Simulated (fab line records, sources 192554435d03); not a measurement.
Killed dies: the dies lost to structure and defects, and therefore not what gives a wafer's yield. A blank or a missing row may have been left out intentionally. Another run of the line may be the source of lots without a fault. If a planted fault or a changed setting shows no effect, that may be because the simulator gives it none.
A struck lot beside a sound one -- flow n5Finfet -- 15 steps out of a route of 1938
Sound: these wafers, L376.1, L376.2, L376.5. Wafers L386.1, L386.2, L386.5 were the ones struck. The cause is given at the end.
For every step that has rows: the tool of each side, followed by ch and its chambers, followed by its first start. Under that, the readings that differ: sound wafers -- struck wafers -- difference of the means -- sigmas: that difference in standard deviations of wafers without a fault.
alike: a reading whose means differ by less than 2 such deviations, as well as words and numbers matching on both sides. not compared: withheld readings; readings where some wafer has no value; bounds like >300 that might hide an equal value; numbers whose values overlap and for which the record gives no deviation.
A row with sigmas, a row that says differs or no value, or rows on one side alone: a step with any of these is where the two part. When numbers do not overlap yet have no deviation, they are printed without sigmas and do not part them. A reading that every wafer of one side lacks parts them only if that side has two wafers or more.

first, 6 steps without rows for these wafers: N5_PASSIVATION_EBR_26; N5_PASSIVATION_SOFTBAKE_25 (time 90 s); N5_PASSIVATION_EXPOSE_27 (exposes mask PAD, defocus 0 nm); N5_PASSIVATION_PEB_28; N5_PASSIVATION_DEVELOP_29 (develop time 60 s); N5_PASSIVATION_HARDBAKE_31 (time 120 s).
N5_PASSIVATION_CD_MEAS_30 targets a cd of 4000 nm.
  sound on cdSem-02 ch 0, day 12 16:02; struck on cdSem-01 ch 0, day 16 08:11
  alike: cdNm
N5_PASSIVATION_OVL_MEAS_63:
  sound on overlay-01 ch 0, day 12 16:04; struck on overlay-02 ch 0, day 16 08:13
  alike: PAD_OVL
N5_PASSIVATION_INSPECT_64: inspects for defects (macro).
  sound on defectInspect-02, day 12 16:05; struck on defectInspect-01, day 16 08:15
  alike: rawDefectCount
N5_PASSIVATION_DESCUM_32: chemistry O2, time 7.9 s.
  sound on rieDiel-06 ch 1,2,3, day 12 16:08; struck on rieDiel-05 ch 0,1,3, day 16 08:17
  alike: drypumpMotorCurrentA, oesProductAu, rfFwdPowerW, rfVppV, showerheadPlenumPTorr, throttleValvePct
  not compared: rfHoursCounterH
N5_PASSIVATION_AL_ETCH_33: etches Al in Cl2/BCl3, stops on TaN, target depth 2800 nm, time 466.7 s.
  sound on rieMetal-01 ch 0,1, day 12 16:13; struck on rieMetal-02 ch 0,1, day 16 08:22
reading,sound,struck,difference,sigmas
throttleValvePct (%),34.05 33.97 34.01,34.45 34.45 34.42,+0.43,+3
  alike: drypumpMotorCurrentA, oesProductAu, rfFwdPowerW
  not compared: rfHoursCounterH
N5_PASSIVATION_ETCH_59: etches TaN in Cl2/BCl3, target depth 65 nm, time 34.9 s.
  sound on rieMetal-01 ch 0,1, day 12 16:37; struck on rieMetal-02 ch 0,1, day 16 08:46
reading,sound,struck,difference,sigmas
throttleValvePct (%),20.86 20.96 20.94,21.32 21.17 21.31,+0.35,+2
  alike: drypumpMotorCurrentA, oesProductAu, rfFwdPowerW
  not compared: rfHoursCounterH
N5_PASSIVATION_STRIP_34: strips in O2.
  sound on rieDiel-06 ch 0,2,3, day 12 16:44; struck on rieDiel-06 ch 0,3, day 16 08:53
  no value came back on the struck wafers for any of 7 readings (biasPowerW (W), chamberPressureMTorr (mTorr) and others); on the sound wafers biasPowerW (W) reads 0 0 0
  not compared: rfHoursCounterH
then, 1 step without rows for these wafers: N5_PASSIVATION_STRIP_51 (strips in post etch residue remover, time 1200 s).
N5_PASSIVATION_PROBE_49:
  sound on prober-02, day 12 21:01; struck on prober-01, day 16 13:04
reading,sound,struck,difference,sigmas
killedShort,25 23 19,41 35 38,+16,+2
  alike: defectLimitedYield, killed_at_M0_to_M3, killed_at_M4_up, killedAtContacts, killedAtFrontEnd, killedAtOther, killedDies, killedOnRim, killedOpen, sort_bin_5_function, sort_bin_6_memory, sortNPass, sortYieldPct

== WHERE THEY PART ==
First at N5_PASSIVATION_AL_ETCH_33; last, within this record, at N5_PASSIVATION_PROBE_49.

WHY: what had been put in by the simulator
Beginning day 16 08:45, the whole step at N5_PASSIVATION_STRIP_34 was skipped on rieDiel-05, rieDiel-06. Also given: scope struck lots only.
